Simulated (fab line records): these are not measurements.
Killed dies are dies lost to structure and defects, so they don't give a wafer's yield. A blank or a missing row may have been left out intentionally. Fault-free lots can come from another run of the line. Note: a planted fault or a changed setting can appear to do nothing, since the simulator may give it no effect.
Struck lot and sound lot, side by side	flow nand harc	15 out of 1159 route steps
Sound: the wafers L953.1, L953.2, L953.4. Struck: wafers L959.3, L959.5, L959.6. The cause comes at the end.
At each step with rows: each side's tool, then ch and its chambers, then its first start. Under that, the readings that differ: sound wafers	struck wafers	difference of the means	sigmas: that difference in standard deviations of wafers without a fault.
alike: readings whose means differ by less than 2 such deviations, and words and numbers that are the same on both sides. not compared: withheld readings, readings that some wafer has no value for, bounds like >300 that may hide the same value, and numbers for which the record gives no deviation and whose values overlap.
The two part at a step that has a row with sigmas, a row that says differs or no value, or rows on one side only. When numbers do not overlap yet have no deviation, they are printed without sigmas and do not part them. A reading missing from all wafers of one side parts the sides only when that side holds two or more wafers.

NHARC_A_CONTACT_ETCH_138: etches the open film in C4F8/O2/Ar, time 132 s, target depth 1289 nm.
  sound on har cap etch-02 ch 0,1, day 19 20:19; struck on har cap etch-01 ch 0,1, day 21 00:21
  not compared: rf hours counter h
then, 1 step without rows for these wafers: NHARC_A_CONTACT_ETCH_139 (etches the open film in C4F8/O2/Ar, time 137 s, target depth 590 nm).
NHARC_A_CONTACT_ETCH_92: etches the open film in CH3F/O2, target depth 40 nm, time 85.7 s.
  sound on rie diel-04 ch 0,1,2, day 19 20:53; struck on rie diel-04 ch 1,2, day 21 00:50
  alike: bias w, drypump motor current A, oes product au, rf vpp V, showerhead plenum p Torr, throttle valve pct
  not compared: rf hours counter h
NHARC_A_CONTACT_ETCH_98: etches the open film in C4F6/O2, target depth 20 nm, time 10 s.
  sound: rie diel-04 ch 1,2,3; struck: rie diel-04 ch 0,1,3
  alike: bias w, drypump motor current A, oes product au, rf vpp V, showerhead plenum p Torr, throttle valve pct
  not compared: rf hours counter h
NHARC_A_CONTACT_CD_MEAS_15:
  struck on cd sem-03, day 21 01:04; sound on cd sem-02, day 19 21:06
  alike: cd nm
then, 3 steps without rows for these wafers: NHARC_A_CONTACT_STRIP_107 (strips in N2/H2); NHARC_A_CONTACT_STRIP_108 (strips in CF4/CHF3); NHARC_A_CONTACT_STRIP_109 (strips in O2/COS).
NHARC_A_CONTACT_ETCH_110: etches the open film in CF4/O2, target depth 50 nm, overetch 5 nm, time 27.5 s.
  sound on rie diel-04 ch 0,1,3, day 19 21:32; struck on rie diel-06 ch 2,3, day 21 01:23
reading	sound	struck	difference	sigmas
drypump motor current A (A)	5.8 5.1 5.4	6.3 6.5 6.3	+0.9	+2
  alike: bias w, cf4 flow sccm, oes product au, rf vpp V, showerhead plenum p Torr, throttle valve pct
  not compared: rf hours counter h
then, 2 steps without rows for these wafers: NHARC_A_CONTACT_STRIP_26 (strips in O2); NHARC_A_CONTACT_STRIP_27 (strips in post etch residue remover, time 600 s).
NHARC_A_CONTACT_ALD_18: deposits TiN, target thk 3 nm, pulse time 1 s, ald cycles 150.
  sound on ald metal-01 ch 1,2,3, day 19 22:12; struck on ald metal-01 ch 2,3, day 21 02:02
  alike: heater power w, precursor pulse height rel
NHARC_A_CONTACT_CVD_19: deposits W, target thk 300 nm, time 802 s.
  sound on cvd w-02 ch 0,1, day 19 22:23; struck on cvd w-02 ch 0,1, day 21 15:29
  alike: chamber pressure Torr, heater power w, throttle valve pct
NHARC_A_CONTACT_CMP_20: polishes, t overpolish 30 s, target thk 300 nm.
  sound on cmp-01 ch 0,1,2, day 19 23:18; struck on cmp-01 ch 0,1,2, day 21 16:26
reading	sound	struck	difference	sigmas
time to endpoint s (s)	56 58 59	112 108 115	+54	+15
  alike: motor current A, overpolish run s
-- the record jumps here: 4 days lie between the struck wafers' starts before and after (it left off in module A_CONTACT and takes up again in module END, whose first step shown is number 1159 of the route) --
NHARC_END_SORT_01:
  here the record holds rows for the struck wafers (prober-02 ch 0, day 25 07:41) but none for the sound ones

## WHERE THEY PART
First at NHARC_A_CONTACT_ETCH_110; last, within this record, at NHARC_END_SORT_01.

WHY: whatever the simulator had introduced
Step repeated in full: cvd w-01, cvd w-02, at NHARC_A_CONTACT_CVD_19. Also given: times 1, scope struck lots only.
